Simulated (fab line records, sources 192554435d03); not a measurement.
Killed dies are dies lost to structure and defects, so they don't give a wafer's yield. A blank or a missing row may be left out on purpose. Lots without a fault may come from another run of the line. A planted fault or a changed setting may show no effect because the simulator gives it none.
A struck lot beside a sound one | flow n5_finfet | 38 steps out of a route of 1938
Sound: wafers L458.1, L458.2, L458.4. Struck: wafer L464.3. (L464.4, L464.6 of the same lot were not struck and are left out.) The cause comes at the end.
At each step with rows: each side's tool, then ch and its chambers, then its first start. Under that, the readings that differ: sound wafers | struck wafers | difference of the means | sigmas: that difference in standard deviations of wafers without a fault.
alike: readings whose means differ by less than 2 such deviations, and words and numbers that are the same on both sides. not compared: withheld readings, readings that some wafer has no value for, bounds like >300 that may hide the same value, and numbers for which the record gives no deviation and whose values overlap.
The two part at a step that has a row with sigmas, a row that says differs or no value, or rows on one side only. Numbers that don't overlap but have no deviation are shown without sigmas and don't part them. A reading that every wafer of one side lacks parts them only if that side has two wafers or more.

first, 11 steps without rows for these wafers: N5_FIN_SAQP_SPACER1_ETCHBACK_25 (etches SiO2 in CHF3/O2, target depth 24.4 nm, time 12.2 s); N5_FIN_SAQP_MANDREL1_REMOVE_56 (chemistry HBr/Cl2/O2, target a-Si, stops on SiNx, bt time 10 s); N5_FIN_SAQP_ETCH_57 (etches SiNx in CH3F/O2, target depth 32.5 nm, time 46.4 s); N5_FIN_SAQP_ETCH_65 (etches SiO2 in CF4, target depth 4 nm, time 4.4 s); N5_FIN_SAQP_MANDREL_ETCH_58 (etches a-Si in HBr/Cl2, stops on SiNx, target depth 45 nm, bt time 10 s, time 27 s); N5_FIN_SAQP_RECESS_63 (chemistry HF/NH3, target SiO2, target depth 18 nm, afs cycles 3, sublimation time 60 s); N5_FIN_SAQP_COAT_68 (time 60 s, resist thk 100 nm); N5_FIN_SAQP_ETCH_69 (etches SOC in N2/H2, stops on SiNx, target depth 150 nm); N5_FIN_SAQP_ETCH_67 (etches SiNx in CH3F/O2, target depth 30 nm); N5_FIN_SAQP_STRIP_70 (strips in N2/H2); N5_FIN_SAQP_RECESS_71 (chemistry HF/NH3, target SiO2, target depth 3 nm, afs cycles 1, sublimation time 60 s).
N5_FIN_SAQP_SPACER2_ALD_28: deposits SiO2, target thk 8.1 nm, pulse time 1 s, purge time 2 s.
  sound on ald_sin-01 ch 0,2, day 3 20:40; struck on ald_sin-01 ch 3, day 5 07:44
  reading                                           | sound       | struck | difference | sigmas
  heater_power_w (W)                                | 430 413 407 | 574    | +157       | +3
  model.SiO2_of_FIN_SAQP_SPACER2_ALD_28.thk_nm (nm) | 8.2 8 8     | 6      | -2         |
  alike: chamber_pressure_Torr, precursor_pulse_height_rel
then, 1 step without rows for these wafers: N5_FIN_SAQP_SPACER2_ETCHBACK_29 (etches SiO2 in CHF3/O2, target depth 12.2 nm, time 6.1 s).
N5_FIN_SAQP_MANDREL2_REMOVE_60: chemistry HBr/Cl2/O2, target a-Si, stops on SiNx, bt time 10 s.
  sound on rie_si-03 ch 0,2, day 3 21:14; struck on rie_si-03 ch 0, day 5 08:09
  reading                   | sound | struck | difference | sigmas
  model.FIN_SAQP.cd_nm (nm) | 8 8 8 | 6      | -2         |
  alike: drypump_motor_current_A, mfc_cl2_sccm, oes_product_au, throttle_valve_pct
  not compared: rf_hours_counter_h
N5_FIN_SAQP_CD_MEAS_31: target cd 8 nm.
  sound on cd_sem-01 ch 0, day 3 21:20; struck on cd_sem-02 ch 0, day 5 08:16
  reading    | sound          | struck | difference | sigmas
  cd_nm (nm) | 7.91 7.78 8.32 | 6.17   | -1.83      | -8
then, 3 steps without rows for these wafers: N5_FIN_SAQP_HM_OPEN_33 (chemistry CH3F/O2, target SiNx, target depth 49.4 nm, time 70.6 s); N5_FIN_SAQP_ETCH_34 (etches SiO2 in C4F6/O2, target depth 45 nm, time 15 s); N5_FIN_SAQP_STRIP_77 (strips in N2/H2, time 90 s).
N5_FIN_SAQP_HM_CD_35: target cd 8 nm.
  sound on cd_sem-03, day 3 21:37; struck on cd_sem-03, day 5 08:32
  reading    | sound          | struck | difference | sigmas
  cd_nm (nm) | 8.21 8.25 8.12 | 6.52   | -1.67      | -7
then, 1 step without rows for these wafers: N5_FIN_SAQP_ETCH_64 (etches SiO2 in CF4, target depth 1.5 nm).
N5_FIN_SAQP_FIN_ETCH_36: etches the open film in HBr/Cl2/O2, target depth 120 nm, time 50.4 s.
  sound on rie_si-02 ch 0,1,2, day 3 21:41; struck on rie_si-06 ch 1, day 5 08:35
  reading                   | sound   | struck | difference | sigmas
  model.FIN_SAQP.cd_nm (nm) | 8 8 8.2 | 6.4    | -1.7       |
  alike: drypump_motor_current_A, mfc_cl2_sccm, oes_product_au, throttle_valve_pct
  not compared: rf_hours_counter_h
N5_FIN_SAQP_CD_MEAS_37: target cd 8 nm.
  sound on cd_sem-03, day 3 21:47; struck on cd_sem-01, day 5 08:43
  reading    | sound          | struck | difference | sigmas
  cd_nm (nm) | 8.26 7.85 8.47 | 6.24   | -1.95      | -8
then, 14 steps without rows for these wafers: N5_FIN_SAQP_PRECLEAN_38 (cleans in O3/DIW, time 45 s); N5_FIN_SAQP_PRECLEAN_45 (cleans in dHF, time 10 s); N5_FIN_SAQP_SRD_39 (time 30 s); N5_FIN_CUT_COAT_18 (time 60 s, resist thk 230 nm); N5_FIN_CUT_COAT_19 (time 60 s, resist thk 20 nm); N5_FIN_CUT_COAT_29 (time 60 s, resist thk 10 nm); N5_FIN_CUT_COAT_02 (resist thk 30 nm); N5_FIN_CUT_EBR_04; N5_FIN_CUT_SOFTBAKE_03 (time 60 s); N5_FIN_CUT_EXPOSE_05 (exposes mask FIN CUT); N5_FIN_CUT_PEB_06 (peb time 60 s); N5_FIN_CUT_DEVELOP_07 (develop time 30 s); N5_FIN_CUT_DESCUM_13 (chemistry O2, time 7 s); N5_FIN_CUT_ETCH_30 (etches underlayer in N2/H2, target depth 13 nm, time 10.4 s).
N5_STI_FIN_REVEAL_CD_MEAS_22: target cd 6.238 nm, pitch 28 nm.
  sound on cd_sem-02, day 4 08:49; struck on cd_sem-01, day 5 19:08
  reading    | sound          | struck | difference | sigmas
  cd_nm (nm) | 6.29 5.80 6.23 | 4.65   | -1.46      | -5
-- the record jumps here: 7 days lie between the struck wafers' starts before and after (it left off in module STI_FIN_REVEAL and takes up again in module BEOL_M4, whose first step shown is number 1111 of the route) --
N5_BEOL_M4_RC_MEAS_101:
  sound on prober-02 ch 0, day 9 09:44; struck on prober-02 ch 0, day 12 21:37
  reading            | sound                | struck | difference | sigmas
  DIBL_N (mV/V)      | 36.5 36.5 37.1       | 25.8   | -10.9      | -6
  DIBL_P (mV/V)      | 34.6 35.3 35.7       | 21.9   | -13.3      | -6
  IOFF_N (nA/um)     | 0.15 0.15 0.17       | 0.03   | -0.13      | -4
  IOFF_N_85C (nA/um) | 3.0 3.0 3.4          | 0.9    | -2.2       | -5
  IOFF_N_LIN (nA/um) | 0.071 0.071 0.077    | 0.020  | -0.053     | -5
  IOFF_P (nA/um)     | 0.21 0.21 0.24       | 0.07   | -0.15      | -4
  IOFF_P_85C (nA/um) | 3.7 3.7 4.2          | 1.4    | -2.5       | -5
  IOFF_P_LIN (nA/um) | 0.104 0.103 0.114    | 0.045  | -0.062     | -5
  ION_N (uA/um)      | 683 673 672          | 594    | -82        | -7
  ION_P (uA/um)      | 466 467 469          | 427    | -40        | -6
  SS_N (mV/dec)      | 72.1 72.0 72.1       | 68.9   | -3.2       | -5
  SS_P (mV/dec)      | 72.5 73.9 73.0       | 69.7   | -3.4       | -5
  VT_N (mV)          | 251 250 248          | 276    | +26        | +8
  VT_N_LVT (mV)      | 98 98 97             | 125    | +27        | +9
  VT_P (mV)          | -249.8 -249.7 -246.0 | -262.5 | -14.0      | -5
  VT_P_LVT (mV)      | -96.1 -96.9 -94.4    | -112.3 | -16.5      | -6

WHERE THEY PART
First at N5_FIN_SAQP_SPACER2_ALD_28; last, within this record, at N5_BEOL_M4_RC_MEAS_101.

WHY: what the simulator had put in
Process parameter drift: ald_sin-01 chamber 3, from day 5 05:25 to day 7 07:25, at N5_FIN_SAQP_SPACER2_ALD_28. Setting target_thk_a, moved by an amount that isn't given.
